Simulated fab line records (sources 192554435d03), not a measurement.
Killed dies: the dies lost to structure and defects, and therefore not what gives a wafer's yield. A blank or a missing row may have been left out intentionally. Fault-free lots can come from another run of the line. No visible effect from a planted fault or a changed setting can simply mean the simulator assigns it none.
Matching of chambers || flow n5Finfet || N5_BEOL_M4_PECVD_72 on pecvd-01: 3 sister chambers
The step deposits SiO2 from TEOS/O2, target thk 16 nm, time 18 s. 20 wafers are shown with their chamber, then 10 later ones without.

== WAFERS, EACH WITH ITS CHAMBER ==
{"wafer": "L075.2", "chamber": 0, "throttleValvePct (%)": 23.5, "showerheadPlenumPTorr (Torr)": 8.75, "heaterPowerW (W)": 729}
{"wafer": "L075.5", "chamber": 0, "throttleValvePct (%)": 23.5, "showerheadPlenumPTorr (Torr)": 8.73, "heaterPowerW (W)": 736}
{"wafer": "L075.6", "chamber": 1, "throttleValvePct (%)": 24.2, "showerheadPlenumPTorr (Torr)": 8.84, "heaterPowerW (W)": 622}
{"wafer": "L074.2", "chamber": 0, "throttleValvePct (%)": 23.7, "showerheadPlenumPTorr (Torr)": 8.74, "heaterPowerW (W)": 689}
{"wafer": "L074.4", "chamber": 2, "throttleValvePct (%)": 21.5, "showerheadPlenumPTorr (Torr)": 8.82, "heaterPowerW (W)": 600}
{"wafer": "L074.6", "chamber": 1, "throttleValvePct (%)": 24.1, "showerheadPlenumPTorr (Torr)": 8.83, "heaterPowerW (W)": 687}
{"wafer": "L076.2", "chamber": 2, "throttleValvePct (%)": 21.2, "showerheadPlenumPTorr (Torr)": 8.78, "heaterPowerW (W)": 504}
{"wafer": "L076.3", "chamber": 0, "throttleValvePct (%)": 23.5, "showerheadPlenumPTorr (Torr)": 8.75, "heaterPowerW (W)": 602}
{"wafer": "L076.4", "chamber": 0, "throttleValvePct (%)": 23.4, "showerheadPlenumPTorr (Torr)": 8.71, "heaterPowerW (W)": 607}
{"wafer": "L078.1", "chamber": 2, "throttleValvePct (%)": 21.5, "showerheadPlenumPTorr (Torr)": 8.78, "heaterPowerW (W)": 588}
{"wafer": "L078.2", "chamber": 1, "throttleValvePct (%)": 23.9, "showerheadPlenumPTorr (Torr)": 8.86, "heaterPowerW (W)": 627}
{"wafer": "L078.6", "chamber": 2, "throttleValvePct (%)": 21.4, "showerheadPlenumPTorr (Torr)": 8.80, "heaterPowerW (W)": 592}
{"wafer": "L079.2", "chamber": 2, "throttleValvePct (%)": 21.5, "showerheadPlenumPTorr (Torr)": 8.80, "heaterPowerW (W)": 541}
{"wafer": "L079.3", "chamber": 1, "throttleValvePct (%)": 24.4, "showerheadPlenumPTorr (Torr)": 8.84, "heaterPowerW (W)": 674}
{"wafer": "L079.4", "chamber": 2, "throttleValvePct (%)": 21.7, "showerheadPlenumPTorr (Torr)": 8.79, "heaterPowerW (W)": 526}
{"wafer": "L083.3", "chamber": 1, "throttleValvePct (%)": 24.0, "showerheadPlenumPTorr (Torr)": 8.82, "heaterPowerW (W)": 612}
{"wafer": "L083.4", "chamber": 0, "throttleValvePct (%)": 23.4, "showerheadPlenumPTorr (Torr)": 8.73, "heaterPowerW (W)": 689}
{"wafer": "L083.5", "chamber": 0, "throttleValvePct (%)": 23.5, "showerheadPlenumPTorr (Torr)": 8.76, "heaterPowerW (W)": 691}
{"wafer": "L085.1", "chamber": 1, "throttleValvePct (%)": 24.0, "showerheadPlenumPTorr (Torr)": 8.82, "heaterPowerW (W)": 626}
{"wafer": "L085.3", "chamber": 0, "throttleValvePct (%)": 23.8, "showerheadPlenumPTorr (Torr)": 8.72, "heaterPowerW (W)": 692}

SIGNATURES, as means of the wafers listed above
{"reading": "throttleValvePct", "chamber 0": 23.538, "chamber 1": 24.100, "chamber 2": 21.467, "scatter within a chamber": 0.159}
{"reading": "showerheadPlenumPTorr", "chamber 0": 8.7363, "chamber 1": 8.8350, "chamber 2": 8.7950, "scatter within a chamber": 0.0159}
{"reading": "heaterPowerW", "chamber 0": 679.38, "chamber 1": 641.33, "chamber 2": 558.50, "scatter within a chamber": 42.2}
Rule: for each reading, subtract the chamber's mean from the wafer's reading, divide by that reading's scatter and square the result; add these up over the readings and take the root, which gives the wafer's distance from the chamber. The wafer belongs to the nearest chamber; if the next one is less than 2 further off, it can't be placed. The scatter: the root of (the sum of the squares of (reading less its chamber's mean) over the shown wafers, divided by (wafers less chambers)).

== WAFERS MISSING THEIR CHAMBER ==
{"wafer": "L085.6", "throttleValvePct (%)": 23.8, "showerheadPlenumPTorr (Torr)": 8.81, "heaterPowerW (W)": 647}
{"wafer": "L096.1", "throttleValvePct (%)": 23.8, "showerheadPlenumPTorr (Torr)": 8.84, "heaterPowerW (W)": 708}
{"wafer": "L096.5", "throttleValvePct (%)": 24.2, "showerheadPlenumPTorr (Torr)": 8.83, "heaterPowerW (W)": 710}
{"wafer": "L096.6", "throttleValvePct (%)": 20.6, "showerheadPlenumPTorr (Torr)": 8.78, "heaterPowerW (W)": 609}
{"wafer": "L093.3", "throttleValvePct (%)": 24.1, "showerheadPlenumPTorr (Torr)": 8.82, "heaterPowerW (W)": 654}
{"wafer": "L093.4", "throttleValvePct (%)": 20.5, "showerheadPlenumPTorr (Torr)": 8.76, "heaterPowerW (W)": 594}
{"wafer": "L093.6", "throttleValvePct (%)": 20.6, "showerheadPlenumPTorr (Torr)": 8.78, "heaterPowerW (W)": 613}
{"wafer": "L090.2", "throttleValvePct (%)": 24.0, "showerheadPlenumPTorr (Torr)": 8.83, "heaterPowerW (W)": 665}
{"wafer": "L090.4", "throttleValvePct (%)": 20.6, "showerheadPlenumPTorr (Torr)": 8.77, "heaterPowerW (W)": 617}
{"wafer": "L090.5", "throttleValvePct (%)": 20.9, "showerheadPlenumPTorr (Torr)": 8.77, "heaterPowerW (W)": 632}

== EACH ONE'S CHAMBER ==
{"wafer": "L085.6", "from the rows above": 1, "in truth": 1}
{"wafer": "L096.1", "from the rows above": 1, "in truth": 1}
{"wafer": "L096.5", "from the rows above": 1, "in truth": 1}
{"wafer": "L096.6", "from the rows above": 2, "in truth": 2}
{"wafer": "L093.3", "from the rows above": 1, "in truth": 1}
{"wafer": "L093.4", "from the rows above": 2, "in truth": 2}
{"wafer": "L093.6", "from the rows above": 2, "in truth": 2}
{"wafer": "L090.2", "from the rows above": 1, "in truth": 1}
{"wafer": "L090.4", "from the rows above": 2, "in truth": 2}
{"wafer": "L090.5", "from the rows above": 2, "in truth": 2}
Correct placement for 10 of the 10. Can't be placed from these rows: 0. Wrongly placed: 0.
